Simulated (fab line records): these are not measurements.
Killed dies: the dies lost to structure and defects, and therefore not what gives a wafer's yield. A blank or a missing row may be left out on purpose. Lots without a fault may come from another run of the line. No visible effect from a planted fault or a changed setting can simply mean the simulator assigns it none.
fab line records	flow nand-harc
record lots=12	wafers=36	last-day=24
route steps=1159 shown A_M0@1023 A_M1@1037 END@1159
lots that met no fault: taken from a fault-free run of the same line
start-h: hours from the record's opening day to when the first of the lot's shown wafers began	wait-h: time in hours since the lot's previous step	" same as the row above	L1.1+2: a single row standing in for several wafers	- no value, or no start given	* or withheld: withheld	< > ~ a bound
route shown NAME@n: names a module that has steps shown in the file, with the first one's number in the route	usual: average and standard deviation across the fault-free wafers	same: alike in all rows	chamber/n: place in a boat	sites: the reading at each site	_std_site: the values' standard deviation	_edge_site: the outer-site mean with the inner-site mean subtracted	radius-mm: for every site, how far away it sits from the centre of the wafer	mask NAME#n: copy n	behind: the most recent tool/chamber to have shaped the wafer	hold: why the lot went on hold/how many hours it stayed there/how the hold came to an end	device: names the non-switching transistor (n, p or np)	end of line: tests of these same wafers at the route's end	a step without rows: its recipe alone	killed: the dies lost at the first sort to structure and to defects; this is not the yield of the wafer	map: dies across one wafer; x = killed, . = not, _ = none there
set.NAME: the run value of the setting; set.NAME@STEP: its run value at that earlier step	model.NAME: the simulator's own value behind a step, which no gauge read
one table for each step of the route and one row for each wafer, over a sample of lots
services: when a tool's chamber went out of use (start-h, in hours from the record's first day, below 0 if earlier), for how many hours, and the reason
## steps
# step NHARC_A_M0_INSPECT_27
# usual raw-defect-count=461/140
lot.wafer	tool	chamber	start-h	wait-h	raw-defect-count
L213.2	defect-inspect-01	-	402.82	0.0	434
L213.3	"	-	"	"	331
L213.6	"	-	"	"	463
L215.3	defect-inspect-01	-	409.11	0.0	276
L215.4	"	-	"	"	359
L215.5	"	-	"	"	413
L218.1	defect-inspect-01	-	438.91	0.0	333
L218.2	"	-	"	"	431
L218.6	"	-	"	"	706
L221.3	defect-inspect-02	-	444.02	0.0	471
L221.4	"	-	"	"	808
L221.6	"	-	"	"	386
L219.1	defect-inspect-01	-	448.61	0.0	313
L219.3	"	-	"	"	415
L219.6	"	-	"	"	317
L226.2	defect-inspect-01	-	485.30	0.0	349
L226.5	"	-	"	"	363
L226.6	"	-	"	"	433
L230.1	defect-inspect-02	-	504.08	0.0	840
L230.2	"	-	"	"	476
L230.4	"	-	"	"	789
L231.1	defect-inspect-02	-	507.82	0.0	446
L231.2	"	-	"	"	301
L231.3	"	-	"	"	430
L232.1	defect-inspect-01	-	508.12	0.0	451
L232.3	"	-	"	"	1151
L232.5	"	-	"	"	664
L235.1	defect-inspect-01	-	517.94	0.0	300
L235.2	"	-	"	"	410
L235.3	"	-	"	"	361
L234.1	defect-inspect-02	-	529.35	0.0	411
L234.4	"	-	"	"	453
L234.5	"	-	"	"	510
L233.2	defect-inspect-01	-	540.59	0.0	570
L233.4	"	-	"	"	556
L233.5	"	-	"	"	568
# step NHARC_A_M0_PRE_CLEAN_31
# recipe time-s=12	temp-c=370	rf-power-w=300	gas=NH3
# usual heater-power-w=618/110	susceptor-temp-C=370.02/0.22
lot.wafer	tool	chamber	start-h	wait-h	heater-power-w	susceptor-temp-C
L213.3	pecvd-03	1	402.88	0.1	838	369.88
L213.2	"	2	"	"	553	370.03
L213.6	"	0	"	"	552	370.06
L215.3	pecvd-02	1	409.19	0.1	531	369.90
L215.4	"	0	"	"	478	370.12
L215.5	"	1	"	"	522	370.10
L218.1	pecvd-01	0	438.99	0.1	470	370.22
L218.2	"	1	"	"	676	369.79
L218.6	"	0	"	"	480	370.07
L221.3	pecvd-01	2	444.12	0.1	700	370.26
L221.6	"	1	"	"	665	370.45
L221.4	"	2	"	"	712	370.13
L219.3	pecvd-02	1	448.86	0.2	513	370.06
L219.1	"	0	"	"	496	369.97
L219.6	"	0	"	"	491	369.67
L226.2	pecvd-02	2	485.38	0.1	656	370.21
L226.5	"	1	"	"	494	370.05
L226.6	"	2	"	"	660	370.12
L230.1	pecvd-03	0	504.27	0.2	503	370.04
L230.2	"	1	"	"	821	369.96
L230.4	"	2	"	"	648	370.50
L231.2	pecvd-03	2	507.89	0.1	666	370.40
L231.1	"	0	"	"	565	370.02
L231.3	"	1	"	"	757	370.23
L232.1	pecvd-02	1	508.19	0.1	523	370.20
L232.3	"	2	"	"	646	369.80
L232.5	"	0	"	"	432	369.80
L235.2	pecvd-01	2	518.01	0.1	730	370.11
L235.1	"	0	"	"	504	369.71
L235.3	"	0	"	"	509	369.92
L234.1	pecvd-03	1	529.44	0.1	743	369.77
L234.5	"	2	"	"	621	370.05
L234.4	"	0	"	"	551	370.12
L233.2	pecvd-01	1	540.66	0.1	674	370.07
L233.5	"	2	"	"	701	369.89
L233.4	"	0	"	"	511	369.90
# step NHARC_A_M1_OVL_MEAS_10
# recipe pitch-nm=240
# usual overlay-x-nm=-0.1/0.82	overlay-y-nm=0.1/0.75
lot.wafer	tool	chamber	start-h	wait-h	overlay-x-nm	overlay-y-nm
L213.2	overlay-01	-	404.81	-	-0.4	-1.3
L213.3	"	-	"	"	-0.3	-0.4
L213.6	"	-	"	"	-0.7	-1.1
L215.3	overlay-02	-	410.59	-	-0.9	-0.2
L215.4	"	-	"	"	-0.1	0.0
L215.5	"	-	"	"	-0.7	0.6
L218.1	overlay-02	-	440.27	-	0.5	-0.3
L218.2	"	-	"	"	0.4	-1.0
L218.6	"	-	"	"	0.6	-0.4
L221.3	overlay-01	-	445.47	-	-1.0	0.0
L221.4	"	-	"	"	-0.2	0.1
L221.6	"	-	"	"	-0.5	0.3
L219.1	overlay-01	-	450.13	-	-0.7	-0.9
L219.3	"	-	"	"	-0.9	-0.7
L219.6	"	-	"	"	-0.9	-0.4
L226.2	overlay-01	-	486.63	-	0.1	1.0
L226.5	"	-	"	"	0.7	1.1
L226.6	"	-	"	"	0.9	0.6
L230.1	overlay-02	-	505.55	-	-0.2	0.2
L230.2	"	-	"	"	0.0	0.8
L230.4	"	-	"	"	-0.2	0.7
L231.1	overlay-01	-	509.31	-	-0.9	0.4
L231.2	"	-	"	"	-1.3	0.9
L231.3	"	-	"	"	-1.2	0.5
L232.1	overlay-01	-	509.60	-	0.3	0.4
L232.3	"	-	"	"	0.1	0.8
L232.5	"	-	"	"	0.2	0.6
L235.1	overlay-02	-	519.58	-	-1.5	0.4
L235.2	"	-	"	"	-1.7	0.2
L235.3	"	-	"	"	-1.9	0.1
L234.1	overlay-01	-	530.71	-	-0.1	-0.3
L234.4	"	-	"	"	0.5	-0.2
L234.5	"	-	"	"	-0.1	0.1
L233.2	overlay-01	-	541.95	-	-0.8	1.2
L233.4	"	-	"	"	-0.1	0.9
L233.5	"	-	"	"	-0.2	1.0
# step NHARC_A_M1_CMP_23
# recipe t-overpolish-s=20	target-thk-nm=154.34
# usual motor-current-A=11.9/1	slurry-filter-dp-kPa=13.50/0.13	time-to-endpoint-s=27.6/2.1
lot.wafer	tool	chamber	start-h	wait-h	motor-current-A	slurry-filter-dp-kPa	time-to-endpoint-s
L213.3	cmp-04	3	407.04	-	10.8	13.67	23.7
L213.2	"	1	"	"	10.2	13.56	26.5
L213.6	"	0	"	"	11.7	13.35	23.8
L215.3	cmp-03	3	412.79	-	12.0	13.50	29.2
L215.4	"	1	"	"	12.1	13.70	26.7
L215.5	"	3	"	"	11.9	13.41	29.4
L218.2	cmp-03	2	442.52	-	12.3	13.53	31.3
L218.1	"	3	"	"	12.8	13.37	31.5
L218.6	"	2	"	"	12.9	13.73	30.7
L221.3	cmp-03	3	447.71	-	12.2	13.44	30.1
L221.4	"	2	"	"	12.7	13.39	28.9
L221.6	"	0	"	"	10.8	13.53	27.5
L219.1	cmp-04	1	452.84	-	10.5	13.44	28.6
L219.3	"	3	"	"	10.8	13.28	29.5
L219.6	"	1	"	"	10.1	13.40	29.0
L226.2	cmp-04	2	488.92	-	12.0	13.28	30.0
L226.6	"	3	"	"	11.5	13.45	28.0
L226.5	"	0	"	"	12.0	13.60	29.4
L230.2	cmp-03	2	507.96	-	12.8	13.36	32.7
L230.4	"	3	"	"	11.9	13.53	29.3
L230.1	"	1	"	"	13.1	13.59	27.7
L231.3	cmp-02	3	511.54	-	12.8	13.65	26.9
L231.2	"	1	"	"	10.8	13.42	27.5
L231.1	"	2	"	"	13.9	13.78	25.9
L232.3	cmp-03	2	511.87	-	12.6	13.57	26.2
L232.1	"	0	"	"	10.8	13.56	25.9
L232.5	"	3	"	"	12.0	13.48	24.8
L235.2	cmp-03	1	521.81	-	12.9	13.43	28.3
L235.3	"	3	"	"	12.6	13.36	30.1
L235.1	"	0	"	"	10.9	13.20	26.7
L234.1	cmp-03	0	532.93	-	10.7	13.42	26.4
L234.4	"	1	"	"	12.5	13.19	26.1
L234.5	"	0	"	"	10.8	13.53	27.0
L233.4	cmp-03	2	544.16	-	13.2	13.49	26.4
L233.2	"	1	"	"	12.7	13.41	25.2
L233.5	"	2	"	"	13.1	13.74	26.2
# step NHARC_A_M1_INSPECT_27
# usual raw-defect-count=437/130
lot.wafer	tool	chamber	start-h	wait-h	hold	raw-defect-count
L213.2	defect-inspect-01	-	407.51	0.0	-	619
L213.3	"	-	"	"	-	762
L213.6	"	-	"	"	-	726
L215.3	defect-inspect-02	-	413.34	0.0	-	362
L215.4	"	-	"	"	-	401
L215.5	"	-	"	"	-	373
L218.1	defect-inspect-01	-	442.96	0.0	await-dispo/0.2h/release	1671
L218.2	"	-	"	"	await-dispo/0.2h/release	1738
L218.6	"	-	"	"	await-dispo/0.2h/release	1614
L218.1	defect-inspect-01	-	443.13	0.2	-	1645
L218.2	"	-	"	"	-	1731
L218.6	"	-	"	"	-	1615
L221.3	defect-inspect-01	-	448.19	0.0	await-dispo/0.2h/release	1845
L221.4	"	-	"	"	await-dispo/0.2h/release	2197
L221.6	"	-	"	"	await-dispo/0.2h/release	1781
L221.3	defect-inspect-01	-	448.36	0.2	-	1872
L221.4	"	-	"	"	-	2166
L221.6	"	-	"	"	-	1807
L219.1	defect-inspect-01	-	453.29	0.0	-	461
L219.3	"	-	"	"	-	287
L219.6	"	-	"	"	-	411
L226.2	defect-inspect-01	-	489.30	0.0	-	568
L226.5	"	-	"	"	-	459
L226.6	"	-	"	"	-	620
L230.1	defect-inspect-02	-	508.43	0.0	-	557
L230.2	"	-	"	"	-	559
L230.4	"	-	"	"	-	362
L231.1	defect-inspect-01	-	512.01	0.0	-	463
L231.2	"	-	"	"	-	422
L231.3	"	-	"	"	-	458
L232.1	defect-inspect-01	-	512.33	0.0	-	476
L232.3	"	-	"	"	-	513
L232.5	"	-	"	"	-	446
L235.1	defect-inspect-01	-	522.29	0.0	-	481
L235.2	"	-	"	"	-	393
L235.3	"	-	"	"	-	365
L234.1	defect-inspect-01	-	533.40	0.0	-	302
L234.4	"	-	"	"	-	226
L234.5	"	-	"	"	-	291
L233.2	defect-inspect-01	-	544.64	0.0	-	468
L233.4	"	-	"	"	-	406
L233.5	"	-	"	"	-	379
# step NHARC_END_SORT_01
# recipe temp-c=25
# usual defect-limited-yield=95.2/1.6	killed-at-array=28/11	killed-at-other=0.8/1.3	killed-at-periphery=3.6/2.5	killed-dies=32/11	killed-open=3.0/1.8	killed-short=2.0/1.5	sort_bin_2_pct=1.5/0.66	sort_bin_3_pct=0.25/0.23	sort_bin_4_pct=3.0/1.1	sort-n-pass=645/11	sort-rim-yield-pct=96.0/2.9	sort-yield-pct=95.2/1.6
# same gross-dies=677	sort_bin_5_pct[%]=0	sort_bin_6_pct[%]=0	sort_bin_7_pct[%]=0	sort_bin_8_pct[%]=0	sort-rim-n-gross=106.00
lot.wafer	tool	chamber	start-h	wait-h	defect-limited-yield[%]	killed-at-array	killed-at-other	killed-at-periphery	killed-dies	killed-open	killed-short	sort_bin_2_pct[%]	sort_bin_3_pct[%]	sort_bin_4_pct[%]	sort-n-pass	sort-rim-yield-pct[%]	sort-yield-pct[%]
L215.3	prober-02	0	486.71	3.1	97.2	15	0	4	19	2	2	1.5	0.15	1.2	658	97.2	97.2
L215.4	prober-02	0	487.51	3.4	97.0	15	0	5	20	4	1	0.7	0.30	1.9	657	99.1	97.0
L215.5	prober-02	0	488.30	3.7	97.8	11	0	4	15	2	1	0	0.15	2.1	662	98.1	97.8
L218.1	prober-01	0	486.71	2.5	14.5	576	2	1	579	1	1	40.8	8.27	36.5	98	14.2	14.5
L218.2	prober-01	0	487.51	2.8	16.1	566	1	1	568	2	2	37.7	8.12	38.1	109	14.2	16.1
L218.6	prober-01	0	490.71	4.0	16.8	563	0	0	563	1	0	36.5	7.98	38.7	114	25.5	16.8
L221.3	prober-02	0	502.29	3.1	17.0	559	1	2	562	3	0	33.5	9.75	39.7	115	10.4	17.0
L221.4	prober-02	0	503.09	3.4	16.1	566	0	2	568	2	0	35.7	7.83	40.3	109	14.2	16.1
L221.6	prober-02	0	504.70	4.0	16.7	559	0	5	564	3	2	36.3	8.12	38.8	113	15.1	16.7
L226.2	prober-02	0	525.03	2.8	97.2	15	0	4	19	2	1	0.3	0.15	2.4	658	92.5	97.2
L226.5	prober-02	0	527.42	3.7	94.8	32	0	3	35	5	5	2.4	0.30	2.5	642	97.2	94.8
L226.6	prober-02	0	528.21	4.0	96.3	22	1	2	25	3	1	1.6	0.15	1.9	652	92.5	96.3
L230.1	prober-02	0	540.03	2.5	94.5	25	4	8	37	9	1	2.7	0.15	2.7	640	95.3	94.5
L230.2	prober-02	0	540.82	2.8	95.3	20	1	11	32	2	0	1.0	0.30	3.4	645	96.2	95.3
L230.4	prober-02	0	542.39	3.4	97.2	7	4	8	19	2	2	1.0	0.30	1.5	658	99.1	97.2
L231.1	prober-02	0	547.74	2.5	92.0	46	2	6	54	4	5	2.7	0.30	5.0	623	91.5	92.0
L231.2	prober-02	0	548.55	2.8	92.8	38	4	7	49	2	4	1.8	0.59	4.9	628	90.6	92.8
L231.3	prober-02	0	549.35	3.1	92.0	44	4	6	54	5	1	2.8	0.44	4.7	623	91.5	92.0
L232.1	prober-01	0	547.87	2.5	93.2	41	2	3	46	2	2	1.9	0.89	4.0	631	96.2	93.2
L232.3	prober-01	0	549.47	3.1	94.8	33	1	1	35	1	2	1.9	0	3.2	642	98.1	94.8
L232.5	prober-01	0	551.07	3.7	94.2	36	2	1	39	0	2	2.1	0.30	3.4	638	96.2	94.2
# killed by level:class
L215.3 A_CONTACT:chamber-film-flake=5 A_STAIRCASE:chamber-film-flake=3 A_M0:geometric-particle:open=2 P_ZERO_WELL:chamber-film-flake=2 A_CHANNEL_HOLE_D1:chamber-film-flake=2 A_ONON_D1:geometric-particle:short=1 A_CHANNEL_FILL_D1:geometric-particle:short=1 P_STI:chamber-film-flake=1
L218.1 A_M1:unspecified=565 A_CHANNEL_HOLE_D1:chamber-film-flake=5 A_SLIT:chamber-film-flake=4 THIN_TSV:chamber-film-flake=2 P_CONTACT:geometric-particle:open=1 A_ONON_D1:geometric-particle:short=1 A_STAIRCASE:chamber-film-flake=1
L215.4 A_STAIRCASE:chamber-film-flake=5 A_CHANNEL_HOLE_D1:chamber-film-flake=2 A_CONTACT:chamber-film-flake=2 P_M0:geometric-particle:open=1 A_SOURCE_PLATE:geometric-particle:open=1 A_BLC:geometric-particle:open=1 A_M0:geometric-particle:open=1 A_M0:geometric-particle:short=1
L218.2 A_M1:unspecified=550 A_SLIT:chamber-film-flake=8 A_CHANNEL_HOLE_D1:chamber-film-flake=4 P_GATE:geometric-particle:open=1 A_WL_FILL:geometric-particle:short=1 A_CONTACT:geometric-particle:short=1 A_M1:geometric-particle:open=1 A_ZERO_WELL:chamber-film-flake=1
L215.5 A_STAIRCASE:chamber-film-flake=4 A_CHANNEL_HOLE_D1:chamber-film-flake=3 P_STI:chamber-film-flake=2 P_M0:geometric-particle:open=1 A_SOURCE_PLATE:geometric-particle:open=1 A_SOURCE_PLATE:geometric-particle:short=1 P_M1:chamber-film-flake=1 A_SLIT:chamber-film-flake=1
L218.6 A_M1:unspecified=553 A_CHANNEL_HOLE_D1:chamber-film-flake=6 A_SLIT:chamber-film-flake=3 A_CHANNEL_FILL_D1:geometric-particle:open=1
L221.3 A_M1:unspecified=540 A_CONTACT:chamber-film-flake=9 A_CHANNEL_HOLE_D1:chamber-film-flake=4 A_SGD_CUT:chamber-film-flake=2 A_ONON_D1:geometric-particle:open=1 A_SGD_CUT:geometric-particle:open=1 A_M0:geometric-particle:open=1 P_GATE:chamber-film-flake=1
L221.4 A_M1:unspecified=548 A_CHANNEL_HOLE_D1:chamber-film-flake=6 A_CONTACT:chamber-film-flake=3 A_ZERO_WELL:chamber-film-flake=2 A_STAIRCASE:chamber-film-flake=2 A_WL_FILL:chamber-film-flake=2 A_M0:chamber-film-flake=2 P_M1:geometric-particle:open=1
L221.6 A_M1:unspecified=542 A_CHANNEL_HOLE_D1:chamber-film-flake=6 P_GATE:chamber-film-flake=3 A_CONTACT:chamber-film-flake=3 A_SGD_CUT:chamber-film-flake=2 P_M0:geometric-particle:short=1 A_ONON_D1:geometric-particle:open=1 A_CHANNEL_FILL_D1:geometric-particle:open=1
L226.2 A_CHANNEL_HOLE_D1:chamber-film-flake=9 A_CONTACT:chamber-film-flake=4 P_CONTACT:geometric-particle:open=1 P_M2:geometric-particle:open=1 A_M0:geometric-particle:short=1 P_ZERO_WELL:chamber-film-flake=1 P_M2:chamber-film-flake=1 A_STAIRCASE:chamber-film-flake=1
L226.5 A_CHANNEL_HOLE_D1:chamber-film-flake=15 A_CONTACT:chamber-film-flake=5 A_CHANNEL_FILL_D1:geometric-particle:short=4 A_STAIRCASE:chamber-film-flake=3 A_M0:geometric-particle:open=2 P_CONTACT:geometric-particle:open=1 P_M0:geometric-particle:open=1 A_CONTACT:geometric-particle:short=1
L226.6 A_CHANNEL_HOLE_D1:chamber-film-flake=10 A_CONTACT:chamber-film-flake=7 A_STAIRCASE:chamber-film-flake=3 P_CONTACT:geometric-particle:open=1 A_CHANNEL_FILL_D1:geometric-particle:open=1 A_M0:geometric-particle:open=1 P_BONDPAD:chamber-film-flake=1 STARTING-WAFER:geometric-particle:short=1
L230.1 A_CHANNEL_HOLE_D1:chamber-film-flake=8 A_STAIRCASE:chamber-film-flake=6 P_M2:chamber-film-flake=5 THIN_TSV:chamber-film-flake=4 A_CONTACT:geometric-particle:open=2 A_BLC:geometric-particle:open=2 A_M0:geometric-particle:open=2 P_ZERO_WELL:chamber-film-flake=2
L230.2 A_CHANNEL_HOLE_D1:chamber-film-flake=10 P_ZERO_WELL:chamber-film-flake=4 P_M2:chamber-film-flake=4 A_CONTACT:chamber-film-flake=3 P_GATE:chamber-film-flake=2 A_CHANNEL_FILL_D1:chamber-film-flake=2 A_WL_FILL:chamber-film-flake=2 A_ONON_D1:geometric-particle:open=1
L230.4 P_M2:chamber-film-flake=5 A_CHANNEL_HOLE_D1:chamber-film-flake=4 THIN_TSV:chamber-film-flake=4 A_ONON_D1:geometric-particle:open=2 P_CONTACT:geometric-particle:short=1 P_M0:geometric-particle:short=1 P_ZERO_WELL:chamber-film-flake=1 A_STAIRCASE:chamber-film-flake=1
L231.1 A_CHANNEL_HOLE_D1:chamber-film-flake=19 A_SLIT:chamber-film-flake=14 P_GATE:chamber-film-flake=3 A_CONTACT:chamber-film-flake=3 P_CONTACT:geometric-particle:short=2 A_CONTACT:geometric-particle:open=2 A_M0:geometric-particle:short=2 A_ZERO_WELL:chamber-film-flake=2
L232.1 A_SLIT:chamber-film-flake=25 A_CHANNEL_HOLE_D1:chamber-film-flake=7 A_STAIRCASE:chamber-film-flake=3 A_CONTACT:chamber-film-flake=3 P_GATE:chamber-film-flake=2 THIN_TSV:chamber-film-flake=2 P_M2:geometric-particle:open=1 A_SGD_CUT:geometric-particle:short=1
L231.2 A_SLIT:chamber-film-flake=17 A_CHANNEL_HOLE_D1:chamber-film-flake=11 THIN_TSV:chamber-film-flake=4 P_GATE:chamber-film-flake=3 P_M2:chamber-film-flake=3 A_STAIRCASE:chamber-film-flake=3 A_CHANNEL_FILL_D1:geometric-particle:short=2 P_M0:geometric-particle:open=1
L231.3 A_SLIT:chamber-film-flake=20 A_CHANNEL_HOLE_D1:chamber-film-flake=13 P_GATE:chamber-film-flake=4 THIN_TSV:chamber-film-flake=4 A_WL_FILL:chamber-film-flake=3 A_CONTACT:geometric-particle:open=2 A_STAIRCASE:chamber-film-flake=2 A_CONTACT:chamber-film-flake=2
L232.3 A_SLIT:chamber-film-flake=20 A_CHANNEL_HOLE_D1:chamber-film-flake=8 A_CHANNEL_FILL_D1:geometric-particle:short=1 A_WL_FILL:geometric-particle:short=1 A_M0:geometric-particle:open=1 P_GATE:chamber-film-flake=1 A_STAIRCASE:chamber-film-flake=1 A_CONTACT:chamber-film-flake=1
L232.5 A_SLIT:chamber-film-flake=16 A_CHANNEL_HOLE_D1:chamber-film-flake=11 A_CONTACT:chamber-film-flake=5 THIN_TSV:chamber-film-flake=2 A_WL_FILL:geometric-particle:short=1 A_M0:geometric-particle:short=1 P_GATE:chamber-film-flake=1 A_STAIRCASE:chamber-film-flake=1
## services
tool	chamber	start-h	hours	kind
cmp-04	-	399.29	4.0	pm
cmp-04	-	411.00	3.1	repair
pecvd-01	-	418.18	13.0	pm
pecvd-01	0	418.18	13.0	vent-cycle
pecvd-01	1	418.18	13.0	vent-cycle
pecvd-01	2	418.18	13.0	vent-cycle
cmp-02	-	424.13	4.0	pm
pecvd-01	0	431.18	-	clean
pecvd-01	1	431.18	-	clean
pecvd-01	2	431.18	-	clean
cmp-03	-	450.13	4.0	pm
cmp-03	-	454.13	-	consumable-replace:conditioner
cmp-03	-	454.13	-	consumable-replace:pad
cmp-03	-	460.71	2.0	repair
cmp-02	-	466.07	0.6	repair
cmp-03	-	469.06	0.9	repair
pecvd-03	-	473.36	13.0	pm
cmp-04	-	497.29	4.0	pm
cmp-04	-	502.90	1.0	repair
pecvd-03	-	505.78	0.6	repair
pecvd-02	-	515.46	13.0	pm
cmp-02	-	515.76	2.2	repair
pecvd-01	1	517.29	5.0	repair
cmp-04	-	540.82	15.6	repair
## key
first-sign step=NHARC_A_M1_INSPECT_27	reading=visit	direction=added
effect step=NHARC_A_M1_INSPECT_27	reading=raw-defect-count	direction=up	sigmas=11	usual=437	struck=1808
effect step=NHARC_END_SORT_01	reading=killed-at-array	direction=up	sigmas=51	usual=28	struck=565
more-kills-born-at NHARC_A_M1_CMP_23@cmp-03=3298
met-at NHARC_A_M1_CMP_23
struck-lots L218,L221
not-acting-at NHARC_A_M0_INSPECT_27,NHARC_A_M0_PRE_CLEAN_31,NHARC_A_M1_OVL_MEAS_10
onset-between 412.79 442.52
fault kind=chamber-particle-source	tool=cmp-03	chamber=-	onset-h=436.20	steps=NHARC_A_M1_CMP_23	rate-per-visit-cm2=1.9718	end-h=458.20
